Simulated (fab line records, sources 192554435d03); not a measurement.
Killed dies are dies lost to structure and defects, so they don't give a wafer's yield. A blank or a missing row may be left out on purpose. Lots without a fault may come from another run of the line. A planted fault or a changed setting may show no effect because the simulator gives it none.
A struck lot beside a sound one | flow n5_finfet | 37 steps out of a route of 1938
Sound: wafers L276.1, L276.2, L276.6. Struck: wafers L272.1, L272.4, L272.6. The cause comes at the end.
At each step with rows: each side's tool, then ch and its chambers, then its first start. Under that, the readings that differ: sound wafers | struck wafers | difference of the means | sigmas: that difference in standard deviations of wafers without a fault.
alike: readings whose means differ by less than 2 such deviations, and words and numbers that are the same on both sides. not compared: withheld readings, readings that some wafer has no value for, bounds like >300 that may hide the same value, and numbers for which the record gives no deviation and whose values overlap.
The two part at a step that has a row with sigmas, a row that says differs or no value, or rows on one side only. Numbers that don't overlap but have no deviation are shown without sigmas and don't part them. A reading that every wafer of one side lacks parts them only if that side has two wafers or more.

first, 9 steps without rows for these wafers: N5_BEOL_M4_ANNEAL_95 (time 240 s); N5_BEOL_M4_SPUTTER_96 (material Cu, target thk 4.5 nm, time 8.29 s); N5_BEOL_M4_ECD_50 (material Cu, target thk 300 nm); N5_BEOL_M4_ANNEAL_51 (time 90 s); N5_BEOL_M4_CMP_52 (polishes, stops on SiOC, t overpolish 6.8 s, target thk 40 nm); N5_BEOL_M4_PRE_CLEAN_60 (time 15 s); N5_BEOL_M4_CO_CAP_55 (material Co, precursor CCTBA/H2, target thk 2 nm, time 102.1 s); N5_BEOL_M4_PRE_CLEAN_56 (time 15 s); N5_BEOL_M4_DEP_57 (deposits SiCN from 3MS/NH3, target thk 8 nm, time 14 s).
N5_BEOL_M4_RC_MEAS_101:
  sound on prober-01 ch 0, day 13 17:46; struck on prober-02 ch 0, day 12 15:11
  alike: DIBL_N, DIBL_P, IOFF_N, IOFF_P, ION_N, ION_P, SS_N, SS_P, VT_N, VT_P
then, 24 steps without rows for these wafers: N5_BEOL_M5_ILD_DEP_00 (deposits SiCOH lowk from DEMS/porogen, target thk 140.64 nm, time 25.9 s); N5_BEOL_M5_CURE_79 (cures SiCOH lowk, time 240 s); N5_BEOL_M5_PECVD_70 (deposits SiO2 from TEOS/O2, target thk 16 nm, time 18 s); N5_BEOL_M5_HM_DEP_02 (deposits TiN, target thk 20 nm); N5_BEOL_M5_COAT_59 (time 60 s, resist thk 60 nm); N5_BEOL_M5_COAT_60 (time 60 s, resist thk 12 nm); N5_BEOL_M5_COAT_71 (time 60 s, resist thk 5 nm); N5_BEOL_M5_COAT_05 (resist thk 30 nm); N5_BEOL_M5_EBR_07; N5_BEOL_M5_SOFTBAKE_06 (time 60 s); N5_BEOL_M5_EXPOSE_08 (exposes mask M5, target cd 28 nm); N5_BEOL_M5_PEB_09 (peb time 60 s); N5_BEOL_M5_DEVELOP_10 (develop time 30 s); N5_BEOL_M5_DESCUM_16 (chemistry O2, time 7 s); N5_BEOL_M5_ETCH_72 (etches underlayer in N2/H2, target depth 6.5 nm, time 5.2 s); N5_BEOL_M5_ETCH_61 (etches SiARC in CF4, target depth 15.6 nm, time 26 s); N5_BEOL_M5_ETCH_62 (etches SOC in N2/H2, target depth 75 nm, overetch 15 nm, time 112.5 s); N5_BEOL_M5_STRIP_63 (strips in N2/H2); N5_BEOL_M5_STRIP_73 (strips in N2/H2); N5_BEOL_M5_STRIP_64 (strips in CF4); N5_BEOL_M5_HM_OPEN_17 (chemistry Cl2/BCl3, target TiN, target depth 20 nm, overetch 6 nm); N5_BEOL_M5_STRIP_19 (strips in O2); N5_BEOL_M5_COAT_65 (time 60 s, resist thk 60 nm); N5_BEOL_M5_COAT_66 (time 60 s, resist thk 12 nm).
-- the record jumps here: 2 days lie between the struck wafers' starts before and after (it left off in module BEOL_M5 and takes up again in module BEOL_M10, whose first step shown is number 1527 of the route) --
N5_BEOL_M10_SPUTTER_48: material Cu, target thk 12 nm, time 2 s.
  sound on pvd_sputter-03, day 15 22:26; struck on pvd_sputter-02, day 14 20:42
  no value came back on the struck wafers for bias_v (V), cathode_dc_power_W (W), throttle_valve_pct (%); on the sound wafers bias_v (V) reads 60.0 59.8 60.3
N5_BEOL_M10_CMP_52: polishes, stops on SiCOH lowk, t overpolish 7 s, target thk 140 nm.
  sound on cmp-03 ch 0,2, day 16 00:16; struck on cmp-01 ch 0,1, day 14 21:56
  reading                | sound    | struck | difference | sigmas
  time_to_endpoint_s (s) | 67 71 68 | 4 0 3  | -66        | -18
  alike: motor_current_A, slurry_flow_ml_min
-- the record jumps here: 2 days lie between the struck wafers' starts before and after (it left off in module BEOL_M10 and takes up again in module PASSIVATION, whose first step shown is number 1936 of the route) --
N5_PASSIVATION_PROBE_49:
  the record has rows for the struck wafers here (prober-01, day 17 01:20) and none for the sound ones

WHERE THEY PART
First at N5_BEOL_M10_SPUTTER_48; last, within this record, at N5_PASSIVATION_PROBE_49.

WHY: what the simulator had put in
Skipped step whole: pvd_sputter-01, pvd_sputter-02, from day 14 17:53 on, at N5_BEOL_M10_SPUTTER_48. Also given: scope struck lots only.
